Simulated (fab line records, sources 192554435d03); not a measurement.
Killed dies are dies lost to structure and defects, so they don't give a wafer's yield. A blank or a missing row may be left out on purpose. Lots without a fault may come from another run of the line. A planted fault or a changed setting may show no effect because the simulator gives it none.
fab line records | flow n5_finfet
record lots=7 wafers=21
route steps=1938 shown ZERO_LAYER@9 PMOS_HMC_CHANNEL_EPI@62 FIN_SAQP@94 DUMMY_GATE@224
start_h: hours from the record's first day to the start of the lot's first wafer shown | wait_h: hours since the lot's step before | " the same as in the row above | L1.1+2: a row that stands for several wafers | - no value, or no start given | * or withheld: withheld | < > ~ a bound
route shown NAME@n: a module of which the file shows steps, and the number in the route of the first | usual: mean/standard deviation of fault-free wafers | same: alike in all rows | chamber/n: place in a boat | sites: the reading at each site | _std_site: their standard deviation | _edge_site: outer sites' mean less inner sites' | radius_mm: how far each site lies from the wafer's centre | mask NAME#n: copy n | behind: the tool/chamber that last shaped the wafer | hold: why the lot was held/for how many hours/how that ended | device: the transistor (n, p or np) that didn't switch | end of line: the same wafers' tests at the end of the route | a step without rows: its recipe alone | killed: dies lost to structure and defects at the first sort, not the wafer's yield | map: a wafer's dies, x killed, . not, _ none there
set.NAME: the setting as run; set.NAME@STEP: as run at that earlier step | model.NAME: the simulator's own value behind a step, which no gauge read
lots whose settings were changed on purpose; a table a step, a row a wafer
## steps
# step N5_ZERO_LAYER_EXPOSE_08
# recipe mask_id=ZERO na=0.55 source_shape=conventional sigma_outer=0.8 polarization=unpolarized defocus_nm=0 target_cd_nm=2000 dose_mj=16.2
# columns lot.wafer tool chamber start_h wait_h mask set.dose_mj
L076.1+3+5 krf_scanner-01 0 24.63 - ZERO#0 16.2
L080.1+3+6 krf_scanner-02 0 48.62 - ZERO#0 16.2
L081.3+6 krf_scanner-01 0 54.60 - ZERO#0 15.15
L081.4 " 0 " " ZERO#0 16.2
L083.2+4+5 krf_scanner-01 0 66.60 - ZERO#0 16.2
L095.1+3+4 krf_scanner-02 0 138.46 - ZERO#0 16.2
L096.2+4+6 krf_scanner-02 0 144.47 - ZERO#0 16.2
L097.1+3 krf_scanner-01 0 150.59 - ZERO#0 16.2
L097.6 " 0 " " ZERO#0 15.41
# step N5_ZERO_LAYER_DEVELOP_10
# recipe develop_time_s=60 rinse_liquid=diw dry=air_spin dev_temp_c=21
# columns lot.wafer tool chamber start_h wait_h set.develop_time_s
L076.1 litho_track-03 0 - - 69.22
L076.3+5 " 0 " " 60
L080.1+3+6 litho_track-03 0 - - 60
L081.3+4+6 litho_track-03 0 - - 60
L083.2+4+5 litho_track-02 0 - - 60
L095.1+3+4 litho_track-01 0 - - 60
L096.2 litho_track-03 0 - - 47.07
L096.4+6 " 0 " " 60
L097.1+6 litho_track-03 0 - - 60
L097.3 " 0 " " 50.21
# step N5_ZERO_LAYER_HARDBAKE_23
# recipe temp_c=130 time_s=120
# step N5_ZERO_LAYER_CD_MEAS_11
# recipe target_cd_nm=2000 landing_energy_ev=500 detector=se_inlens
# usual cd_nm=2000.0/2.4
# columns lot.wafer tool chamber start_h wait_h set.dose_mj@ZERO_LAYER_EXPOSE_08 cd_nm
L076.1 cd_sem-02 0 24.81 - 16.2 2003.5
L076.3 " 0 " " 16.2 2000.7
L076.5 " 0 " " 16.2 1999.1
L080.1 cd_sem-01 0 48.79 - 16.2 2000.9
L080.3 " 0 " " 16.2 2001.3
L080.6 " 0 " " 16.2 1998.8
L081.3 cd_sem-01 0 54.77 - 15.15 1986.7
L081.4 " 0 " " 16.2 2001.1
L081.6 " 0 " " 15.15 1988.3
L083.2 cd_sem-02 0 66.77 - 16.2 2002.7
L083.4 " 0 " " 16.2 2001.9
L083.5 " 0 " " 16.2 2000.3
L095.1 cd_sem-02 0 138.64 - 16.2 2001.2
L095.3 " 0 " " 16.2 2001.5
L095.4 " 0 " " 16.2 1999.3
L096.2 cd_sem-01 0 144.64 - 16.2 1994.2
L096.4 " 0 " " 16.2 1996.9
L096.6 " 0 " " 16.2 2002.4
L097.1 cd_sem-01 0 150.77 - 16.2 2000.5
L097.3 " 0 " " 16.2 2000.6
L097.6 " 0 " " 15.41 1989.9
# step N5_ZERO_LAYER_DESCUM_16
# recipe chemistry=O2 time_s=7.9 source_power_w=50 bias_power_w=20 pressure_mtorr=20 rf_frequency_hz=2.712e+07 temp_c=40 o2_flow_sccm=225
# columns lot.wafer tool chamber start_h wait_h set.dose_mj@ZERO_LAYER_EXPOSE_08 model.ZERO_LAYER.cd_nm
L076.1 rie_diel-03 1 24.85 0.0 16.2 2004
L076.3 " 3 " " 16.2 2001
L076.5 " 1 " " 16.2 1999
L080.1+3 rie_diel-03 1,0 48.83 0.0 16.2 2001
L080.6 " 1 " " 16.2 1999
L081.3 rie_diel-01 0 54.80 0.0 15.15 1987
L081.4 " 0 " " 16.2 2001
L081.6 " 1 " " 15.15 1988
L083.2 rie_diel-01 1 66.81 0.0 16.2 2003
L083.4 " 3 " " 16.2 2002
L083.5 " 0 " " 16.2 2000
L095.1+3 rie_diel-03 0,2 138.68 0.0 16.2 2001
L095.4 " 1 " " 16.2 1999
L096.2 rie_diel-01 3 144.68 0.0 16.2 1994
L096.4 " 2 " " 16.2 1997
L096.6 " 2 " " 16.2 2002
L097.1 rie_diel-02 2 150.80 0.0 16.2 2001
L097.3 " 0 " " 16.2 2000
L097.6 " 2 " " 15.41 1990
# step N5_PMOS_HMC_CHANNEL_EPI_EXPOSE_06
# recipe mask_id=PMOS_HMC_BLK na=1.35 source_shape=conventional sigma_outer=0.8 polarization=unpolarized target_cd_nm=240 dose_mj=41
# columns lot.wafer tool chamber start_h wait_h mask set.dose_mj
L076.1+3 arfi_scanner-02 0 29.45 - PMOS_HMC_BLK#0 38.09
L076.5 " 0 " " PMOS_HMC_BLK#0 41
L080.1+3 arfi_scanner-01 0 53.46 - PMOS_HMC_BLK#0 41
L080.6 " 0 " " PMOS_HMC_BLK#0 43.82
L081.3+4+6 arfi_scanner-03 0 59.42 - PMOS_HMC_BLK#0 41
L083.2+5 arfi_scanner-03 0 71.12 - PMOS_HMC_BLK#0 38.2
L083.4 " 0 " " PMOS_HMC_BLK#0 41
L095.1+3+4 arfi_scanner-02 0 142.86 - PMOS_HMC_BLK#0 41
L096.2+4 arfi_scanner-03 0 149.71 - PMOS_HMC_BLK#0 42.13
L096.6 " 0 " " PMOS_HMC_BLK#0 41
L097.1+3+6 arfi_scanner-03 0 156.38 - PMOS_HMC_BLK#0 41
# step N5_PMOS_HMC_CHANNEL_EPI_PEB_07
# recipe peb_temp_c=110 peb_time_s=60 resist=CAR-ArF-block
# columns lot.wafer tool chamber start_h wait_h set.peb_temp_c
L076.1+5 litho_track-02 0 29.51 0.1 110
L076.3 " 0 " " 113
L080.1+3+6 litho_track-03 0 53.52 0.1 110
L081.3 litho_track-03 0 59.47 0.0 108.1
L081.4+6 " 0 " " 110
L083.2+4 litho_track-03 0 71.17 0.0 113.6
L083.5 " 0 " " 110
L095.1+3+4 litho_track-03 0 142.92 0.1 110
L096.2+6 litho_track-03 0 149.77 0.0 110
L096.4 " 0 " " 106.6
L097.1+3+6 litho_track-03 0 156.44 0.1 110
# step N5_PMOS_HMC_CHANNEL_EPI_DEVELOP_08
# recipe develop_time_s=30 developer=TMAH resist=CAR-ArF-block dev_temp_c=23 rinse_liquid=diw dry=air_spin
# step N5_PMOS_HMC_CHANNEL_EPI_CD_MEAS_09
# recipe target_cd_nm=237.4 landing_energy_ev=500 detector=se_inlens
# usual cd_nm=237.4/1.1
# columns lot.wafer tool chamber start_h wait_h set.dose_mj@PMOS_HMC_CHANNEL_EPI_EXPOSE_06 set.peb_temp_c@PMOS_HMC_CHANNEL_EPI_PEB_07 cd_nm
L076.1 cd_sem-02 0 29.58 - 38.09 110 232.5
L076.3 " 0 " " 38.09 113 239.1
L076.5 " 0 " " 41 110 237.5
L080.1 cd_sem-01 0 53.58 - 41 110 237.7
L080.3 " 0 " " 41 110 237.0
L080.6 " 0 " " 43.82 110 242.7
L081.3 cd_sem-01 0 59.53 - 41 108.1 228.6
L081.4 " 0 " " 41 110 237.4
L081.6 " 0 " " 41 110 236.4
L083.2 cd_sem-02 0 71.24 - 38.2 113.6 239.8
L083.4 " 0 " " 41 113.6 245.6
L083.5 " 0 " " 38.2 110 229.8
L095.1 cd_sem-01 0 142.99 - 41 110 236.2
L095.3 " 0 " " 41 110 237.6
L095.4 " 0 " " 41 110 237.9
L096.2 cd_sem-02 0 149.83 - 42.13 110 237.4
L096.4 " 0 " " 42.13 106.6 228.3
L096.6 " 0 " " 41 110 238.0
L097.1 cd_sem-01 0 156.50 - 41 110 236.8
L097.3 " 0 " " 41 110 236.7
L097.6 " 0 " " 41 110 236.7
# step N5_PMOS_HMC_CHANNEL_EPI_DESCUM_14
# recipe chemistry=O2 time_s=7.9 source_power_w=50 bias_power_w=20 pressure_mtorr=20 rf_frequency_hz=2.712e+07 temp_c=40 resist=CAR-ArF-block o2_flow_sccm=225
# columns lot.wafer tool chamber start_h wait_h set.dose_mj@PMOS_HMC_CHANNEL_EPI_EXPOSE_06 set.peb_temp_c@PMOS_HMC_CHANNEL_EPI_PEB_07 model.PMOS_HMC_CHANNEL_EPI.cd_nm
L076.1 rie_diel-01 2 29.66 0.0 38.09 110 232.3
L076.3 " 0 " " 38.09 113 239.2
L076.5 " 2 " " 41 110 237.4
L080.1 rie_diel-03 0 53.67 0.0 41 110 238
L080.3 " 3 " " 41 110 237.4
L080.6 " 2 " " 43.82 110 242.8
L081.3 rie_diel-03 0 59.62 0.0 41 108.1 228.9
L081.4 " 1 " " 41 110 237.4
L081.6 " 0 " " 41 110 236.5
L083.2 rie_diel-03 0 71.37 0.1 38.2 113.6 239.8
L083.4 " 2 " " 41 113.6 245.5
L083.5 " 3 " " 38.2 110 229.9
L095.1 rie_diel-02 1 143.08 0.0 41 110 236.3
L095.3 " 2 " " 41 110 237.7
L095.4 " 0 " " 41 110 238.2
L096.2 rie_diel-03 3 149.92 0.0 42.13 110 237
L096.4 " 1 " " 42.13 106.6 228.1
L096.6 " 0 " " 41 110 237.7
L097.1 rie_diel-01 0 157.32 0.8 41 110 236.9
L097.3 " 3 " " 41 110 237
L097.6 " 0 " " 41 110 236.5
# step N5_PMOS_HMC_CHANNEL_EPI_ETCH_32
# recipe chemistry=N2/H2 target=BARC stop_on=SiO2 target_depth_a=858 over_etch_frac=0.3 time_s=50.3 ion_energy_ev=200 mask_material=CAR-ArF-block pressure_mtorr=30 source_w=840 bias_w=150 n2_flow_sccm=200 h2_flow_sccm=200
# columns lot.wafer tool chamber start_h wait_h set.dose_mj@PMOS_HMC_CHANNEL_EPI_EXPOSE_06 set.peb_temp_c@PMOS_HMC_CHANNEL_EPI_PEB_07 model.PMOS_HMC_CHANNEL_EPI.cd_nm
L076.1 rie_diel-01 2 29.70 0.0 38.09 110 233.5
L076.3 " 0 " " 38.09 113 241.4
L076.5 " 2 " " 41 110 238.5
L080.1 rie_diel-03 0 53.71 0.0 41 110 240.4
L080.3 " 3 " " 41 110 239.7
L080.6 " 2 " " 43.82 110 245.1
L081.3 rie_diel-03 0 59.65 0.0 41 108.1 231.6
L081.4 " 1 " " 41 110 240.4
L081.6 " 0 " " 41 110 239.5
L083.2 rie_diel-03 0 71.41 0.0 38.2 113.6 242.3
L083.4 " 2 " " 41 113.6 248.1
L083.5 " 3 " " 38.2 110 231.9
L095.1 rie_diel-02 1 143.11 0.0 41 110 239.4
L095.3 " 2 " " 41 110 241.2
L095.4 " 0 " " 41 110 242.1
L096.2 rie_diel-03 3 149.96 0.0 42.13 110 240.3
L096.4 " 1 " " 42.13 106.6 231
L096.6 " 0 " " 41 110 240.5
L097.1+6 rie_diel-01 0 157.36 0.0 41 110 238.7
L097.3 " 3 " " 41 110 238.9
# step N5_PMOS_HMC_CHANNEL_EPI_HM_OPEN_15
# recipe chemistry=CHF3/O2 target=SiO2 mask_material=CAR-ArF-block target_depth_a=406 CHF3_flow_sccm=50 O2_flow_sccm=5 Ar_flow_sccm=200 time_s=20.3 pressure_mtorr=30 source_w=650 bias_w=170 ion_energy_ev=200
# columns lot.wafer tool chamber start_h wait_h set.dose_mj@PMOS_HMC_CHANNEL_EPI_EXPOSE_06 set.peb_temp_c@PMOS_HMC_CHANNEL_EPI_PEB_07 model.PMOS_HMC_CHANNEL_EPI.cd_nm
L076.1 rie_diel-01 2 29.74 0.0 38.09 110 233.4
L076.3 " 0 " " 38.09 113 241.4
L076.5 " 2 " " 41 110 238.4
L080.1 rie_diel-03 0 53.75 0.0 41 110 240.6
L080.3 " 3 " " 41 110 239.8
L080.6 " 2 " " 43.82 110 245.2
L081.3 rie_diel-03 0 59.70 0.0 41 108.1 231.7
L081.4 " 1 " " 41 110 240.3
L081.6 " 0 " " 41 110 239.6
L083.2 rie_diel-03 0 71.45 0.0 38.2 113.6 242.3
L083.4 " 2 " " 41 113.6 248.1
L083.5 " 3 " " 38.2 110 231.9
L095.1 rie_diel-02 1 143.15 0.0 41 110 239.3
L095.3 " 2 " " 41 110 241.1
L095.4 " 0 " " 41 110 242.2
L096.2 rie_diel-03 3 150.00 0.0 42.13 110 240.3
L096.4 " 1 " " 42.13 106.6 231.2
L096.6 " 0 " " 41 110 240.6
L097.1 rie_diel-01 0 157.40 0.0 41 110 238.7
L097.3 " 3 " " 41 110 239
L097.6 " 0 " " 41 110 238.8
# step N5_PMOS_HMC_CHANNEL_EPI_STRIP_33
# recipe chemistry=N2/H2 power_w=500 temp_c=40 pressure_mtorr=50 rf_frequency_hz=6e+07 overash_fraction=0.3 bias_power_w=8 h2_frac=0.5 n2_flow_sccm=300 h2_flow_sccm=300
# step N5_PMOS_HMC_CHANNEL_EPI_STRIP_17
# recipe chemistry=SPM time_s=750 temp_c=130 h2so4_h2o2_vol_ratio=4 dry=ipa_marangoni
# step N5_PMOS_HMC_CHANNEL_EPI_ETCH_38
# recipe chemistry=CF4 target=SiO2 target_depth_a=15 ion_energy_ev=350 pressure_mtorr=10 icp_w=800 bias_w=400 cf4_flow_sccm=80
# columns lot.wafer tool chamber start_h wait_h set.dose_mj@PMOS_HMC_CHANNEL_EPI_EXPOSE_06 set.peb_temp_c@PMOS_HMC_CHANNEL_EPI_PEB_07 model.PMOS_HMC_CHANNEL_EPI.cd_nm
L076.1 rie_si-02 2 30.10 0.0 38.09 110 233.4
L076.3 " 1 " " 38.09 113 241.3
L076.5 " 3 " " 41 110 238.5
L080.1 rie_si-03 1 54.11 0.0 41 110 240.6
L080.3 " 0 " " 41 110 239.8
L080.6 " 2 " " 43.82 110 245.2
L081.3 rie_si-03 0 60.06 0.0 41 108.1 231.8
L081.4 " 3 " " 41 110 240.3
L081.6 " 1 " " 41 110 239.5
L083.2 rie_si-02 0 71.83 0.0 38.2 113.6 242.3
L083.4 " 1 " " 41 113.6 248.1
L083.5 " 0 " " 38.2 110 231.9
L095.1 rie_si-03 0 143.52 0.0 41 110 239.3
L095.3 " 2 " " 41 110 241
L095.4 " 3 " " 41 110 242.1
L096.2 rie_si-06 2 150.38 0.0 42.13 110 240.4
L096.4 " 1 " " 42.13 106.6 231.1
L096.6 " 2 " " 41 110 240.7
L097.1+6 rie_si-03 2 157.76 0.0 41 110 238.7
L097.3 " 1 " " 41 110 239
# step N5_PMOS_HMC_CHANNEL_EPI_FIN_RECESS_16
# recipe chemistry=HBr/Cl2 target=Si mask_material=SiO2 target_depth_a=540 time_s=18 pressure_mtorr=10 icp_w=800 bias_w=75 HBr_flow_sccm=150 Cl2_flow_sccm=80
# columns lot.wafer tool chamber start_h wait_h set.dose_mj@PMOS_HMC_CHANNEL_EPI_EXPOSE_06 set.peb_temp_c@PMOS_HMC_CHANNEL_EPI_PEB_07 model.PMOS_HMC_CHANNEL_EPI.cd_nm
L076.1 rie_si-02 2 30.12 0.0 38.09 110 233.4
L076.3 " 1 " " 38.09 113 241.2
L076.5 " 3 " " 41 110 238.4
L080.1 rie_si-03 1 54.13 0.0 41 110 240.7
L080.3 " 0 " " 41 110 239.9
L080.6 " 2 " " 43.82 110 245.2
L081.3 rie_si-03 0 60.08 0.0 41 108.1 231.8
L081.4 " 3 " " 41 110 240.2
L081.6 " 1 " " 41 110 239.6
L083.2 rie_si-02 0 71.85 0.0 38.2 113.6 242.3
L083.4 " 1 " " 41 113.6 248.1
L083.5 " 0 " " 38.2 110 231.8
L095.1 rie_si-03 0 143.54 0.0 41 110 239.4
L095.3 " 2 " " 41 110 241
L095.4 " 3 " " 41 110 242.2
L096.2 rie_si-06 2 150.40 0.0 42.13 110 240.4
L096.4 " 1 " " 42.13 106.6 231
L096.6 " 2 " " 41 110 240.7
L097.1 rie_si-03 2 157.78 0.0 41 110 238.7
L097.3 " 1 " " 41 110 239
L097.6 " 2 " " 41 110 238.6
# step N5_FIN_SAQP_ALD_61
# recipe material=SiO2 target_thk_a=40 temp_c=300 ald_precursor_family=BDEAS ald_co_reactant=O2-plasma pulse_time_s=1 purge_time_s=2 co_reactant_purge_time_s=2 ald_cycles=43 pressure_torr=2
# columns lot.wafer tool chamber start_h wait_h set.ald_cycles model.SiO2_of_FIN_SAQP_ALD_61.thk_nm
L076.1 ald_sin-01 2 32.78 0.0 43 4.019
L076.3 " 0 " " 43 3.974
L076.5 " 0 " " 43 3.996
L080.1 ald_sin-01 3 56.65 0.0 39 3.614
L080.3 " 0 " " 43 3.993
L080.6 " 2 " " 39 3.632
L081.3+6 ald_sin-01 0,1 62.90 0.0 43 3.977
L081.4 " 2 " " 43 3.986
L083.2 ald_sin-01 3 74.88 0.7 43 3.972
L083.4 " 1 " " 49 4.523
L083.5 " 2 " " 49 4.541
L095.1 ald_sin-03 2 146.24 0.1 43 3.981
L095.3 " 0 " " 43 4.018
L095.4 " 1 " " 43 4.001
L096.2 ald_sin-03 3 153.11 0.0 46 4.255
L096.4 " 0 " " 43 4.022
L096.6 " 1 " " 46 4.28
L097.1 ald_sin-03 1 160.42 0.0 36 3.364
L097.3 " 2 " " 43 4.004
L097.6 " 1 " " 43 4.03
# step N5_FIN_SAQP_PECVD_48
# recipe material=SiNx target_thk_a=250 temp_c=400 precursor=SiH4/NH3/N2 pressure_torr=1.5 rf_w=300 time_s=22.1
# columns lot.wafer tool chamber start_h wait_h set.time_s model.SiNx_of_FIN_SAQP_PECVD_48.thk_nm
L076.1 pecvd-04 2 33.70 0.0 22.1 25.19
L076.3 " 1 " " 20.25 23.4
L076.5 " 1 " " 22.1 25.63
L080.1 pecvd-01 0 57.23 0.0 22.1 24.84
L080.3 " 1 " " 22.1 24.72
L080.6 " 2 " " 22.1 25.32
L081.3 pecvd-04 2 63.57 0.0 22.1 24.84
L081.4 " 2 " " 22.1 25.46
L081.6 " 1 " " 24.6 28.49
L083.2 pecvd-04 0 75.47 0.0 22.1 24.65
L083.4 " 1 " " 20.78 23.76
L083.5 " 2 " " 20.78 23.84
L095.1 pecvd-03 2 146.82 0.0 22.1 25.33
L095.3 " 1 " " 22.1 24.91
L095.4 " 0 " " 22.1 25.22
L096.2 pecvd-03 1 153.78 0.0 22.1 24.56
L096.4 " 0 " " 22.1 25.22
L096.6 " 1 " " 22.1 25.28
L097.1 pecvd-04 2 161.03 0.0 22.1 24.23
L097.3 " 2 " " 23.27 25.95
L097.6 " 1 " " 22.1 24.97
# step N5_FIN_SAQP_PECVD_06
# recipe material=a-Si target_thk_a=600 temp_c=400 precursor=SiH4/He pressure_torr=3 rf_w=100 time_s=48.1
# step N5_FIN_SAQP_MANDREL1_REMOVE_56
# recipe chemistry=HBr/Cl2/O2 bt_time_s=10 target=a-Si stop_on=SiNx endpoint=OES-SiCl over_etch_frac=1 icp_w=600 bias_w=22 HBr_flow_sccm=150 Cl2_flow_sccm=80 O2_flow_sccm=5 pressure_mtorr=10
# step N5_FIN_SAQP_ETCH_57
# recipe chemistry=CH3F/O2 target=SiNx mask_material=SiO2 target_depth_a=325 time_s=46.4 pressure_mtorr=30 source_w=395 bias_w=73 Ar_flow_sccm=150 CH3F_flow_sccm=30 O2_flow_sccm=20 ion_energy_ev=120 ends=cleared
# usual etch_rf_on_time_s=46.1/0.93
# columns lot.wafer tool chamber start_h wait_h set.time_s@FIN_SAQP_PECVD_48 etch_rf_on_time_s model.etch.depth_nm
L076.1 rie_diel-04 2 37.16 0.6 22.1 45.6 25.19
L076.3 " 3 " " 20.25 42.0 23.34
L076.5 " 0 " " 22.1 47.1 25.63
L080.1 rie_diel-04 3 60.09 0.0 22.1 45.1 24.84
L080.3 " 1 " " 22.1 45.4 24.59
L080.6 " 1 " " 22.1 46.6 25.26
L081.3 rie_diel-06 1 66.39 0.0 22.1 46.8 24.71
L081.4 " 2 " " 22.1 47.5 25.46
L081.6 " 1 " " 24.6 53.7 28.43
L083.2 rie_diel-06 3 78.17 0.1 22.1 45.8 24.65
L083.4 " 3 " " 20.78 43.6 23.7
L083.5 " 2 " " 20.78 44.7 23.78
L095.1 rie_diel-06 3 149.88 0.0 22.1 47.0 25.33
L095.3 " 2 " " 22.1 46.5 24.65
L095.4 " 1 " " 22.1 46.7 25.02
L096.2 rie_diel-04 3 156.72 0.0 22.1 44.0 24.36
L096.4 " 0 " " 22.1 46.4 25.22
L096.6 " 0 " " 22.1 46.5 25.28
L097.1 rie_diel-04 0 164.91 0.2 22.1 44.2 24.23
L097.3 " 1 " " 23.27 47.1 25.78
L097.6 " 3 " " 22.1 44.9 24.97
# step N5_DUMMY_GATE_COAT_28
# recipe resist=underlayer temp_c=205 time_s=60 spin_rpm=1500 resist_thk_nm=10
# columns lot.wafer tool chamber start_h wait_h set.spin_rpm model.underlayer_of_DUMMY_GATE_COAT_28.thk_nm
L076.1+3+5 litho_track-01 0 - - 1500 10
L080.1+6 litho_track-02 0 - - 1578 9.8
L080.3 " 0 " " 1500 10
L081.3+6 litho_track-03 0 - - 1500 10
L081.4 " 0 " " 1409 10.4
L083.2 litho_track-01 0 - - 1500 10
L083.4+5 " 0 " " 1627 9.6
L095.1+3+4 litho_track-02 0 - - 1500 10
L096.2 litho_track-01 0 - - 1500 10
L096.4+6 " 0 " " 1556 9.8
L097.1+3 litho_track-01 0 - - 1500 10
L097.6 " 0 " " 1644 9.6
## key
split step=N5_ZERO_LAYER_EXPOSE_08 setting=dose_mj stated=16.2 by=wafer
response step=N5_ZERO_LAYER_CD_MEAS_11 reading=cd_nm change=+2.13 per=1% r=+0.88
response step=N5_ZERO_LAYER_DESCUM_16 reading=model.ZERO_LAYER.cd_nm change=+2.14 per=1% r=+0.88
split step=N5_ZERO_LAYER_DEVELOP_10 setting=develop_time_s stated=60 by=wafer
response none clear
split step=N5_PMOS_HMC_CHANNEL_EPI_EXPOSE_06 setting=dose_mj stated=41 by=wafer
response step=N5_PMOS_HMC_CHANNEL_EPI_CD_MEAS_09 reading=cd_nm slope=+0.772 per=1% together_with=peb_temp_c@PMOS_HMC_CHANNEL_EPI_PEB_07 explained=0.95
response step=N5_PMOS_HMC_CHANNEL_EPI_DESCUM_14 reading=model.PMOS_HMC_CHANNEL_EPI.cd_nm slope=+0.753 per=1% together_with=peb_temp_c@PMOS_HMC_CHANNEL_EPI_PEB_07 explained=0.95
response step=N5_PMOS_HMC_CHANNEL_EPI_ETCH_32 reading=model.PMOS_HMC_CHANNEL_EPI.cd_nm slope=+0.749 per=1% together_with=peb_temp_c@PMOS_HMC_CHANNEL_EPI_PEB_07 explained=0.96
response step=N5_PMOS_HMC_CHANNEL_EPI_HM_OPEN_15 reading=model.PMOS_HMC_CHANNEL_EPI.cd_nm slope=+0.746 per=1% together_with=peb_temp_c@PMOS_HMC_CHANNEL_EPI_PEB_07 explained=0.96
response step=N5_PMOS_HMC_CHANNEL_EPI_ETCH_38 reading=model.PMOS_HMC_CHANNEL_EPI.cd_nm slope=+0.748 per=1% together_with=peb_temp_c@PMOS_HMC_CHANNEL_EPI_PEB_07 explained=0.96
response step=N5_PMOS_HMC_CHANNEL_EPI_FIN_RECESS_16 reading=model.PMOS_HMC_CHANNEL_EPI.cd_nm slope=+0.742 per=1% together_with=peb_temp_c@PMOS_HMC_CHANNEL_EPI_PEB_07 explained=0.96
split step=N5_PMOS_HMC_CHANNEL_EPI_PEB_07 setting=peb_temp_c stated=110 by=wafer
response step=N5_PMOS_HMC_CHANNEL_EPI_CD_MEAS_09 reading=cd_nm change=+3.16 per=1% r=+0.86
response step=N5_PMOS_HMC_CHANNEL_EPI_DESCUM_14 reading=model.PMOS_HMC_CHANNEL_EPI.cd_nm change=+3.13 per=1% r=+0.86
response step=N5_PMOS_HMC_CHANNEL_EPI_ETCH_32 reading=model.PMOS_HMC_CHANNEL_EPI.cd_nm change=+3.32 per=1% r=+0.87
response step=N5_PMOS_HMC_CHANNEL_EPI_HM_OPEN_15 reading=model.PMOS_HMC_CHANNEL_EPI.cd_nm slope=+3.38 per=1% together_with=dose_mj@PMOS_HMC_CHANNEL_EPI_EXPOSE_06 explained=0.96
response step=N5_PMOS_HMC_CHANNEL_EPI_ETCH_38 reading=model.PMOS_HMC_CHANNEL_EPI.cd_nm slope=+3.37 per=1% together_with=dose_mj@PMOS_HMC_CHANNEL_EPI_EXPOSE_06 explained=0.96
response step=N5_PMOS_HMC_CHANNEL_EPI_FIN_RECESS_16 reading=model.PMOS_HMC_CHANNEL_EPI.cd_nm slope=+3.37 per=1% together_with=dose_mj@PMOS_HMC_CHANNEL_EPI_EXPOSE_06 explained=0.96
split step=N5_FIN_SAQP_ALD_61 setting=ald_cycles stated=43 by=wafer
response step=N5_FIN_SAQP_ALD_61 reading=model.SiO2_of_FIN_SAQP_ALD_61.thk_nm change=+0.0397 per=1% r=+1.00
split step=N5_FIN_SAQP_PECVD_48 setting=time_s stated=22.1 by=wafer
response step=N5_FIN_SAQP_PECVD_48 reading=model.SiNx_of_FIN_SAQP_PECVD_48.thk_nm change=+0.255 per=1% r=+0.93
response step=N5_FIN_SAQP_ETCH_57 reading=etch_rf_on_time_s change=* per=1% r=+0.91
response step=N5_FIN_SAQP_ETCH_57 reading=model.etch.depth_nm change=+0.255 per=1% r=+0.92
split step=N5_DUMMY_GATE_COAT_28 setting=spin_rpm stated=1500 by=wafer
response step=N5_DUMMY_GATE_COAT_28 reading=model.underlayer_of_DUMMY_GATE_COAT_28.thk_nm change=-0.0473 per=1% r=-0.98
